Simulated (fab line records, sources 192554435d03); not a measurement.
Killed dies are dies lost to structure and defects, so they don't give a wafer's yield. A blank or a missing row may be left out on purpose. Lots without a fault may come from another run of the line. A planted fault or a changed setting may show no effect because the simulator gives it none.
One fault seen from 3 desks | flow n5_finfet | each desk has only its own numbers; what lay behind them comes last

THE DEFECT DESK
What the inspections along the route counted, lot by lot: means of the sampled wafers that have a number. A lot is out of limits, marked OUT, if its mean lies more than 4 standard deviations from the usual mean; the brackets give that distance.
Columns: A = raw_defect_count at N5_FIN_SAQP_INSPECT_40, usual 234; B = raw_defect_count at N5_FIN_CUT_INSPECT_10, usual 43; C = raw_defect_count at N5_FIN_CUT_INSPECT_17, usual 237
lot  | first seen here | A   | B             | C
L765 | day 2 09:02     | 162 | 30            | 175
L766 | day 2 14:53     | 198 | 34            | 207
L769 | day 3 08:25     | 493 | 254 (+15) OUT | 513
L773 | day 4 07:52     | 374 | 239 (+14) OUT | 373
L779 | day 5 20:30     | 216 | 43            | 200
L784 | day 7 02:49     | 134 | 28            | 142
L786 | day 7 14:37     | 228 | 33            | 219
L787 | day 7 20:39     | 187 | 32            | 194
This desk's finding: out of limits on L769, L773; first on L769, day 3 08:49 (raw_defect_count at N5_FIN_CUT_INSPECT_10). In limits: L765, L766, L779, L784, L786, L787.

THE METROLOGY DESK
What the gauges read, lot by lot, whatever tool the lot ran on: means of the sampled wafers that have a number. A lot is out of limits, marked OUT, if its mean lies more than 4 standard deviations from the usual mean; the brackets give that distance. Of its 11 readings 7 are shown: those that lie furthest out on some lot.
Columns: A = cd_nm at N5_FIN_SAQP_CD_MEAS_37, usual 8.19 nm; B = DIBL_N at N5_BEOL_M4_RC_MEAS_101, usual 36.1 mV/V; C = DIBL_P at N5_BEOL_M4_RC_MEAS_101, usual 36 mV/V; D = IOFF_N at N5_BEOL_M4_RC_MEAS_101, usual 0.16 nA/um; E = ION_N at N5_BEOL_M4_RC_MEAS_101, usual 674 uA/um; F = SS_N at N5_BEOL_M4_RC_MEAS_101, usual 71.6 mV/dec; G = VT_N at N5_BEOL_M4_RC_MEAS_101, usual 249 mV
lot  | first seen here | A    | B    | C  | D    | E   | F    | G
L765 | day 2 08:55     | 8.09 | 33.9 | 36 | 0.12 | 660 | 70.5 | 252
L766 | day 2 14:46     | 7.66 | 35.4 | 33 | 0.13 | 668 | 71.8 | 254
L769 | day 3 08:17     | 8.28 | 37.4 | 38 | 0.19 | 678 | 72.4 | 248
L773 | day 4 07:44     | 7.94 | 30.8 | 30 | 0.09 | 652 | 69.9 | 256
L779 | day 5 20:22     | 8.16 | 35.7 | 36 | 0.16 | 675 | 71.2 | 247
L784 | day 7 02:41     | 8.31 | 37.8 | 39 | 0.18 | 674 | 71.6 | 248
L786 | day 7 14:29     | 8.34 | 37.1 | 35 | 0.16 | 679 | 71.2 | 248
L787 | day 7 20:31     | 8.15 | 38.3 | 40 | 0.21 | 681 | 72.5 | 246
This desk's finding: nothing out of limits on any of the 8 lots.

THE TOOL OWNER'S DESK: rie_si-01
The tool's own readings at N5_FIN_SAQP_ETCH_65 (etches SiO2 in CF4, target depth 4 nm, time 4.4 s): means of the sampled wafers that have a number, for each lot that ran on this tool. A lot is out of limits, marked OUT, if its mean lies more than 4 standard deviations from the usual mean; the brackets give that distance.
Columns: A = drypump_motor_current_A at N5_FIN_SAQP_ETCH_65, usual 5.7 A; B = he_backside_leak_sccm at N5_FIN_SAQP_ETCH_65, usual 2.7 sccm; C = oes_product_au at N5_FIN_SAQP_ETCH_65, usual 0.992 a.u.; D = throttle_valve_pct at N5_FIN_SAQP_ETCH_65, usual 21.81 %
lot  | first seen here | A   | B   | C     | D
L765 | day 2 06:13     | 5.3 | 3.0 | 0.990 | 21.56
L766 | day 2 12:35     | 5.4 | 2.8 | 0.983 | 21.70
L769 | day 3 06:20     | 5.7 | 2.8 | 0.999 | 21.81
L773 | day 4 05:40     | 5.7 | 2.8 | 0.996 | 21.82
L784 | day 7 00:49     | 5.6 | 2.8 | 0.983 | 21.76
This desk's finding: nothing out of limits on any of the 5 lots.

PUT TOGETHER
The defect desk could have raised an alarm at day 3 08:49, on L769, L773.
The metrology desk saw nothing out of limits.
The tool owner's desk saw nothing out of limits.
The metrology desk has L769, L773 on record, within its limits.
The tool owner's desk has L769, L773 on record, within its limits.
Of the lots named, all ran N5_FIN_SAQP_ETCH_65 on rie_si-01.

WHAT THE SIMULATOR HAD PUT IN
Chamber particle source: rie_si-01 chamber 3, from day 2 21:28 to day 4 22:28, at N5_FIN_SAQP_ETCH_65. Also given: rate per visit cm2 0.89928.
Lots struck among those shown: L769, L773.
Hours from the fault's start to each desk's first reading out of limits: the defect desk, 11.
